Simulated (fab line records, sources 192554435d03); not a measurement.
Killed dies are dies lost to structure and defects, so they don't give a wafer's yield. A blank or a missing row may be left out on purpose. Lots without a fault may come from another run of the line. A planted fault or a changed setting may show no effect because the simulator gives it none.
Chamber matching | flow n5_finfet | N5_BEOL_M4_DEP_57 on pecvd-01: 3 sister chambers
The step deposits SiCN from 3MS/NH3, target thk 8 nm, time 14 s. 3 wafers are shown with their chamber, then 8 later ones without.

WAFERS WITH THEIR CHAMBER
wafer  | chamber | throttle_valve_pct (%)
L084.4 | 0       | 9.5
L084.5 | 1       | 8.4
L088.2 | 2       | 8.7

WAFERS WITHOUT THEIR CHAMBER
wafer  | throttle_valve_pct (%)
L088.4 | 8.7
L088.5 | 9.4
L092.2 | 8.2
L092.3 | 8.7
L092.6 | 8.2
L097.2 | 8.5
L097.3 | 8.2
L097.5 | 8.0

WHICH CHAMBER EACH WENT THROUGH
wafer  | from the rows above     | in truth
L088.4 | can't be placed: 2 or 1 | 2
L088.5 | 0                       | 0
L092.2 | can't be placed: 1 or 2 | 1
L092.3 | can't be placed: 2 or 1 | 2
L092.6 | can't be placed: 1 or 2 | 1
L097.2 | can't be placed: 1 or 2 | 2
L097.3 | can't be placed: 1 or 2 | 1
L097.5 | can't be placed: 1 or 2 | 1
Placed correctly: 1 of 8. Can't be placed from these rows: 7 (the true chamber is among the candidates in 7). Placed wrongly: 0.
How it was worked out, from the rows above alone: a wafer's distance from a chamber is the root of the sum, over the readings, of the square of ((its reading less the chamber's mean) divided by the reading's scatter). The wafer belongs to the nearest chamber; if the next one is less than 2 further off, it can't be placed. A chamber's mean is the mean of its shown wafers. The scatter: with one shown wafer a chamber, the root of the mean of the squares of how far each hidden wafer lies from its nearest shown one.
